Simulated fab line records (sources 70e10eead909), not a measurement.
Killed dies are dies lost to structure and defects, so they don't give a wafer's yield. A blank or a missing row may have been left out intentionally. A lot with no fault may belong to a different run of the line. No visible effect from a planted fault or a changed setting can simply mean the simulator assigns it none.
Which tool was responsible? ; flow nandHarc ; 23 lots with 69 wafers sampled at 6 steps, on a route of 1159 steps

## WHAT EACH GAUGE READ, for each wafer
The record lacks any reading of a measuring or inspecting step that a usual standard deviation could be used to judge.

## TOOL THAT RAN EACH LOT (tool first, then ch and the chambers of the sampled wafers, then the start)
lot;NHARC_A_STAIRCASE_ETCH_225;NHARC_A_STAIRCASE_TRIM_226;NHARC_A_STAIRCASE_TRIM_235;NHARC_A_STAIRCASE_DESCUM_252;NHARC_A_STAIRCASE_DEP_259;NHARC_A_STAIRCASE_ETCH_453
L074;rieDiel-08 ch 0,1,3, day 11 06:28 or earlier;rieDiel-08 ch 0,1,3, day 11 06:28 or earlier;rieDiel-13 ch 0,1, day 11 06:28 or earlier;rieDiel-01 ch 1,2,3, day 11 06:28;pecvd-02 ch 0,1,2, day 11 09:51;rieDiel-01 ch 0,1,2, no start
L076;rieDiel-08 ch 1,2,3, day 11 17:24 or earlier;rieDiel-08 ch 0,2,3, day 11 17:24 or earlier;rieDiel-01 ch 0,1,2, day 11 17:24 or earlier;rieDiel-13 ch 0,1,2, day 11 17:24;pecvd-01 ch 0,1,2, day 11 20:13;rieDiel-13 ch 1,3, no start
L075;rieDiel-08 ch 1,2,3, day 11 17:58 or earlier;rieDiel-08 ch 0,1,2, day 11 17:58 or earlier;rieDiel-13 ch 0,1,3, day 11 17:58 or earlier;rieDiel-01 ch 0,1,2, day 11 17:58;pecvd-01 ch 0,1,2, day 11 20:56;rieDiel-13 ch 0,1,3, no start
L077;rieDiel-08 ch 0,1,2, day 12 01:39 or earlier;rieDiel-08 ch 2,3, day 12 01:39 or earlier;rieDiel-08 ch 0,1, day 12 01:39 or earlier;rieDiel-08 ch 0,1, day 12 01:39;pecvd-02 ch 0,2, day 12 05:15;rieDiel-01 ch 0,1,3, no start
L079;rieDiel-13 ch 0,1,3, day 12 10:03 or earlier;rieDiel-13 ch 0,1,3, day 12 10:03 or earlier;rieDiel-13 ch 0,1,3, day 12 10:03 or earlier;rieDiel-01 ch 0,2,3, day 12 10:03;pecvd-01 ch 0,1,2, day 12 14:35;rieDiel-13 ch 0,2,3, no start
L080;rieDiel-01 ch 0,2,3, day 12 21:59 or earlier;rieDiel-01 ch 0,1,2, day 12 21:59 or earlier;rieDiel-08 ch 0,1,3, day 12 21:59 or earlier;rieDiel-01 ch 0,1,2, day 12 21:59;pecvd-03 ch 1,2, day 13 01:00;rieDiel-08 ch 0,2,3, no start
L081;rieDiel-01 ch 0,1,3, day 12 23:16 or earlier;rieDiel-01 ch 0,1,2, day 12 23:16 or earlier;rieDiel-08 ch 0,1,3, day 12 23:16 or earlier;rieDiel-13 ch 1,2,3, day 12 23:16;pecvd-02 ch 0,1, day 13 02:19;rieDiel-13 ch 0,2,3, no start
L082;rieDiel-01 ch 1,2,3, day 13 13:11 or earlier;rieDiel-01 ch 0,1, day 13 13:11 or earlier;rieDiel-01 ch 0,3, day 13 13:11 or earlier;rieDiel-08 ch 0,2, day 13 13:11;pecvd-02 ch 0,1,2, day 13 16:04;rieDiel-01 ch 1,2, no start
L083;rieDiel-08 ch 0,2, day 13 13:34 or earlier;rieDiel-08 ch 1,2,3, day 13 13:34 or earlier;rieDiel-08 ch 2,3, day 13 13:34 or earlier;rieDiel-13 ch 0,2, day 13 13:34;pecvd-01 ch 0,1,2, day 13 17:07;rieDiel-08 ch 0,3, no start
L085;rieDiel-13 ch 0,2, day 14 22:31 or earlier;rieDiel-13 ch 1,2, day 14 22:31 or earlier;rieDiel-13 ch 1,2,3, day 14 22:31 or earlier;rieDiel-01 ch 0,2,3, day 14 22:31;pecvd-03 ch 0,1, day 15 02:05;rieDiel-08 ch 0,1,2, no start
L084;rieDiel-13 ch 1,2, day 14 22:52 or earlier;rieDiel-13 ch 0,1,3, day 14 22:52 or earlier;rieDiel-13 ch 0,1,2, day 14 22:52 or earlier;rieDiel-13 ch 1,2,3, day 14 22:52;pecvd-01 ch 0,1,2, day 15 02:14;rieDiel-08 ch 0,3, no start
L087;rieDiel-01 ch 0,1, day 14 23:25 or earlier;rieDiel-01 ch 0,1, day 14 23:25 or earlier;rieDiel-01 ch 0,2, day 14 23:25 or earlier;rieDiel-13 ch 0,2,3, day 14 23:25;pecvd-03 ch 0,2, day 15 04:08;rieDiel-13 ch 1,3, no start
L088;rieDiel-13 ch 0,1,2, day 14 23:49 or earlier;rieDiel-13 ch 1,2,3, day 14 23:49 or earlier;rieDiel-08 ch 1,2, day 14 23:49 or earlier;rieDiel-01 ch 2,3, day 14 23:49;pecvd-03 ch 1,2, day 15 04:54;rieDiel-13 ch 1,2, no start
L086;rieDiel-01 ch 0,1,2, day 15 00:35 or earlier;rieDiel-01 ch 0,3, day 15 00:35 or earlier;rieDiel-13 ch 0,2,3, day 15 00:35 or earlier;rieDiel-08 ch 0,2, day 15 00:35;pecvd-01 ch 0,1,2, day 15 05:59;rieDiel-01 ch 1,2,3, no start
L089;rieDiel-01 ch 0,2, day 15 05:25 or earlier;rieDiel-01 ch 0,2, day 15 05:25 or earlier;rieDiel-01 ch 0,2,3, day 15 05:25 or earlier;rieDiel-13 ch 1,2,3, day 15 05:25;pecvd-03 ch 1,2, day 15 08:59;rieDiel-08 ch 0,1,3, no start
L090;rieDiel-13 ch 2,3, day 15 04:19 or earlier;rieDiel-13 ch 2,3, day 15 04:19 or earlier;rieDiel-13 ch 0,2, day 15 04:19 or earlier;rieDiel-13 ch 0,1,3, day 15 04:19;pecvd-01 ch 0,1,2, day 15 07:11;rieDiel-13 ch 1,3, no start
L091;rieDiel-13 ch 0,2,3, day 15 06:52 or earlier;rieDiel-13 ch 2,3, day 15 06:52 or earlier;rieDiel-01 ch 2,3, day 15 06:52 or earlier;rieDiel-13 ch 0,2,3, day 15 06:52;pecvd-01 ch 0,1, day 15 11:08;rieDiel-01 ch 1,2, no start
L092;rieDiel-08 ch 1,2,3, day 15 15:01 or earlier;rieDiel-08 ch 0,1,3, day 15 15:01 or earlier;rieDiel-08 ch 0,1,3, day 15 15:01 or earlier;rieDiel-08 ch 0,2,3, day 15 15:01;pecvd-03 ch 0,2, day 15 18:37;rieDiel-13 ch 0,1,3, no start
L093;rieDiel-01 ch 0,1,2, day 15 16:28 or earlier;rieDiel-01 ch 0,1,2, day 15 16:28 or earlier;rieDiel-01 ch 1,2,3, day 15 16:28 or earlier;rieDiel-13 ch 0,1,2, day 15 16:28;pecvd-02 ch 0,1,2, day 15 20:25;rieDiel-13 ch 0,1,2, no start
L094;rieDiel-08 ch 0,1,2, day 16 03:38 or earlier;rieDiel-08 ch 2,3, day 16 03:38 or earlier;rieDiel-01 ch 1,2,3, day 16 03:38 or earlier;rieDiel-08 ch 0,1, day 16 03:38;pecvd-03 ch 0,2, day 16 07:08;rieDiel-08 ch 0,2, no start
L096;rieDiel-08 ch 0,1, day 16 17:18 or earlier;rieDiel-08 ch 0,1, day 16 17:18 or earlier;rieDiel-08 ch 2,3, day 16 17:18 or earlier;rieDiel-08 ch 0,2,3, day 16 17:18;pecvd-02 ch 0,1,2, day 16 21:34;rieDiel-01 ch 0,1,3, no start
L095;rieDiel-01 ch 0,1,3, day 16 19:14 or earlier;rieDiel-01 ch 0,2,3, day 16 19:14 or earlier;rieDiel-13 ch 0,1,3, day 16 19:14 or earlier;rieDiel-01 ch 0,1,3, day 16 19:14;pecvd-02 ch 0,1,2, day 16 22:10;rieDiel-01 ch 0,1,2, no start
L097;rieDiel-08 ch 1,2,3, day 16 22:37 or earlier;rieDiel-08 ch 0,2,3, day 16 22:37 or earlier;rieDiel-08 ch 0,1,2, day 16 22:37 or earlier;rieDiel-08 ch 0,3, day 16 22:37;pecvd-01 ch 0,1,2, day 17 02:46;rieDiel-08 ch 0,3, no start
- NHARC_A_STAIRCASE_ETCH_225: etches the open film in C4F8/O2, target depth 100 nm, time 40.5 s.
- NHARC_A_STAIRCASE_TRIM_226: chemistry O2, time 211.2 s.
- NHARC_A_STAIRCASE_TRIM_235: chemistry O2, time 211.2 s.
- NHARC_A_STAIRCASE_DESCUM_252: chemistry O2, time 3 s.
- NHARC_A_STAIRCASE_DEP_259: deposits SiON, target thk 30 nm.
- NHARC_A_STAIRCASE_ETCH_453: etches the open film in CF4/O2, target depth 30 nm, overetch 3 nm, time 16.5 s.

## AS READ BY THE TOOLS THEMSELVES (means over the sampled wafers that have a number; for cases with no such wafer, the mark the record gives instead)
NHARC_A_STAIRCASE_ETCH_225.
lot;tool;oesProductAu (a.u.);rfVppV (V)
L074;rieDiel-08;0.944;895
L076;rieDiel-08;0.946;896
L075;rieDiel-08;0.941;896
L077;rieDiel-08;0.939;898
L079;rieDiel-13;0.943;889
L080;rieDiel-01;0.926;896
L081;rieDiel-01;0.915;900
L082;rieDiel-01;0.932;898
L083;rieDiel-08;0.939;900
L085;rieDiel-13;0.939;892
L084;rieDiel-13;0.940;889
L087;rieDiel-01;0.924;900
L088;rieDiel-13;0.936;890
L086;rieDiel-01;0.930;898
L089;rieDiel-01;0.934;896
L090;rieDiel-13;0.932;889
L091;rieDiel-13;0.934;889
L092;rieDiel-08;0.945;895
L093;rieDiel-01;0.919;897
L094;rieDiel-08;0.935;898
L096;rieDiel-08;0.947;894
L095;rieDiel-01;0.934;898
L097;rieDiel-08;0.949;894

NHARC_A_STAIRCASE_TRIM_226.
lot;tool;drypumpMotorCurrentA (A);oesProductAu (a.u.);rfVppV (V);showerheadPlenumPTorr (Torr);throttleValvePct (%)
L074;rieDiel-08;5.4;1.007;57.6;3.47;17.034
L076;rieDiel-08;5.6;1.008;58.1;3.56;17.044
L075;rieDiel-08;5.9;1.014;57.5;3.59;17.035
L077;rieDiel-08;5.9;1.008;58.1;3.60;17.038
L079;rieDiel-13;5.7;1.002;57.5;3.33;17.042
L080;rieDiel-01;5.9;0.997;57.1;3.60;17.037
L081;rieDiel-01;5.9;0.995;57.6;3.60;17.036
L082;rieDiel-01;5.5;0.987;58.8;3.67;17.033
L083;rieDiel-08;5.7;1.002;57.2;3.50;17.040
L085;rieDiel-13;6.4;1.010;57.1;3.39;17.033
L084;rieDiel-13;5.7;0.996;57.0;3.32;17.032
L087;rieDiel-01;5.8;0.992;57.5;3.64;17.034
L088;rieDiel-13;6.1;1.000;56.7;3.33;17.040
L086;rieDiel-01;5.9;1.005;57.3;3.57;17.047
L089;rieDiel-01;6.2;0.992;57.7;3.57;17.030
L090;rieDiel-13;6.0;1.002;57.7;3.39;17.033
L091;rieDiel-13;5.7;0.999;57.5;3.33;17.038
L092;rieDiel-08;5.4;0.997;57.5;3.45;17.036
L093;rieDiel-01;5.9;1.003;58.1;3.58;17.035
L094;rieDiel-08;5.4;1.003;58.0;3.47;17.042
L096;rieDiel-08;5.7;0.998;59.3;3.47;17.034
L095;rieDiel-01;6.1;1.001;57.4;3.53;17.043
L097;rieDiel-08;5.6;1.007;57.7;3.54;17.035

NHARC_A_STAIRCASE_TRIM_235.
lot;tool;drypumpMotorCurrentA (A);oesProductAu (a.u.);rfVppV (V);showerheadPlenumPTorr (Torr);throttleValvePct (%)
L074;rieDiel-13;5.8;1.001;57.0;3.37;17.038
L076;rieDiel-01;5.9;0.991;57.0;3.60;17.037
L075;rieDiel-13;5.8;1.000;57.4;3.33;17.026
L077;rieDiel-08;5.7;1.014;57.7;3.49;17.032
L079;rieDiel-13;5.7;0.997;57.1;3.33;17.034
L080;rieDiel-08;5.4;1.010;57.5;3.46;17.033
L081;rieDiel-08;5.5;1.006;57.4;3.46;17.032
L082;rieDiel-01;6.0;0.995;58.4;3.60;17.034
L083;rieDiel-08;5.4;0.997;58.1;3.47;17.042
L085;rieDiel-13;6.0;0.998;56.7;3.33;17.034
L084;rieDiel-13;6.0;0.999;57.7;3.37;17.034
L087;rieDiel-01;6.2;1.002;58.5;3.57;17.030
L088;rieDiel-08;5.9;1.008;58.6;3.51;17.033
L086;rieDiel-13;5.7;0.997;57.9;3.37;17.030
L089;rieDiel-01;6.1;0.995;57.9;3.54;17.035
L090;rieDiel-13;5.7;1.003;58.0;3.41;17.028
L091;rieDiel-01;5.9;0.991;57.6;3.51;17.039
L092;rieDiel-08;5.4;1.005;57.3;3.45;17.039
L093;rieDiel-01;5.7;1.001;58.4;3.56;17.036
L094;rieDiel-01;5.7;1.000;58.1;3.55;17.034
L096;rieDiel-08;5.9;1.016;58.4;3.58;17.041
L095;rieDiel-13;5.8;0.995;57.6;3.31;17.038
L097;rieDiel-08;5.9;0.997;58.5;3.56;17.045

NHARC_A_STAIRCASE_DESCUM_252.
lot;tool;drypumpMotorCurrentA (A);oesProductAu (a.u.);rfVppV (V);showerheadPlenumPTorr (Torr);throttleValvePct (%)
L074;rieDiel-01;5.7;1.004;58.4;1.94;11.315
L076;rieDiel-13;6.0;0.995;56.9;1.83;11.305
L075;rieDiel-01;5.9;0.996;58.1;1.96;11.313
L077;rieDiel-08;5.7;1.011;57.6;1.89;11.311
L079;rieDiel-01;6.1;0.995;58.0;1.93;11.315
L080;rieDiel-01;5.9;0.990;58.1;1.95;11.305
L081;rieDiel-13;6.0;0.998;58.2;1.81;11.313
L082;rieDiel-08;5.8;1.008;58.6;1.97;11.316
L083;rieDiel-13;5.7;1.007;57.8;1.85;11.308
L085;rieDiel-01;6.1;0.988;58.1;1.92;11.315
L084;rieDiel-13;6.0;0.996;57.3;1.80;11.312
L087;rieDiel-13;5.7;1.001;57.2;1.82;11.313
L088;rieDiel-01;5.9;0.999;58.4;1.90;11.312
L086;rieDiel-08;5.8;1.011;57.6;1.97;11.317
L089;rieDiel-13;6.0;0.999;57.4;1.80;11.309
L090;rieDiel-13;5.7;0.999;57.4;1.79;11.308
L091;rieDiel-13;5.7;1.006;57.1;1.82;11.309
L092;rieDiel-08;5.6;1.009;58.0;1.92;11.322
L093;rieDiel-13;6.1;0.999;57.4;1.82;11.315
L094;rieDiel-08;5.6;1.010;58.5;1.91;11.308
L096;rieDiel-08;5.6;1.006;58.0;1.92;11.311
L095;rieDiel-01;5.7;1.003;58.8;1.96;11.307
L097;rieDiel-08;5.2;1.009;58.0;1.85;11.307

NHARC_A_STAIRCASE_DEP_259.
lot;tool;heaterPowerW (W)
L074;pecvd-02;773
L076;pecvd-01;776
L075;pecvd-01;753
L077;pecvd-02;760
L079;pecvd-01;785
L080;pecvd-03;883
L081;pecvd-02;755
L082;pecvd-02;739
L083;pecvd-01;786
L085;pecvd-03;784
L084;pecvd-01;736
L087;pecvd-03;857
L088;pecvd-03;881
L086;pecvd-01;762
L089;pecvd-03;772
L090;pecvd-01;746
L091;pecvd-01;820
L092;pecvd-03;867
L093;pecvd-02;773
L094;pecvd-03;877
L096;pecvd-02;753
L095;pecvd-02;771
L097;pecvd-01;801

NHARC_A_STAIRCASE_ETCH_453.
lot;tool;drypumpMotorCurrentA (A);oesProductAu (a.u.);rfVppV (V);showerheadPlenumPTorr (Torr);throttleValvePct (%)
L074;rieDiel-01;5.9;0.999;198.3;1.36;13.405
L076;rieDiel-13;5.7;0.990;195.7;1.24;13.390
L075;rieDiel-13;5.7;0.992;196.3;1.26;13.400
L077;rieDiel-01;5.7;0.998;198.5;1.37;13.400
L079;rieDiel-13;5.7;0.997;195.8;1.28;13.393
L080;rieDiel-08;5.6;1.000;198.8;1.34;13.395
L081;rieDiel-13;5.7;1.001;196.0;1.28;13.398
L082;rieDiel-01;5.5;0.993;198.4;1.37;13.401
L083;rieDiel-08;5.4;1.004;198.1;1.33;13.394
L085;rieDiel-08;5.9;1.012;198.5;1.35;13.403
L084;rieDiel-08;5.4;1.000;198.0;1.33;13.396
L087;rieDiel-13;5.7;1.000;195.3;1.24;13.412
L088;rieDiel-13;6.4;1.005;196.8;1.26;13.402
L086;rieDiel-01;5.7;1.002;197.7;1.35;13.397
L089;rieDiel-08;5.4;1.007;196.1;1.31;13.401
L090;rieDiel-13;6.0;0.998;195.9;1.24;13.388
L091;rieDiel-01;5.5;1.006;197.8;1.37;13.391
L092;rieDiel-13;5.7;0.999;195.9;1.25;13.394
L093;rieDiel-13;6.1;0.999;195.7;1.27;13.406
L094;rieDiel-08;5.8;1.011;198.1;1.37;13.391
L096;rieDiel-01;5.7;0.991;197.6;1.37;13.389
L095;rieDiel-01;5.9;1.001;197.6;1.35;13.397
L097;rieDiel-08;5.4;0.997;198.2;1.32;13.404

## THE ANSWER, worked out from the rows above alone
Rule: the usual values come from the lots themselves. Put in order of their means at a reading, lots are off if they are a third of the lots or fewer, leave a main group of 4 or more, and stand apart from it by a gap of 3 or more times the standard deviation of the main group's means; of several such gaps the widest counts. If all means in a main group match to the digits the tables above print for the reading, that group is not used. Also off: a lot with no number at a reading for which 4 or more lots have one. The other lots that the step has rows for count as sound. Order of review: gauges by route order, followed by the tools' own readings, for which a lot's mean as printed above is used. At the first step where some lot is off, the reading lying furthest off is the one used; lots without a number count as furthest.
Across all readings shown, no lot is off: no conclusion can be drawn from this.

## WHAT THE SIMULATOR PUT IN
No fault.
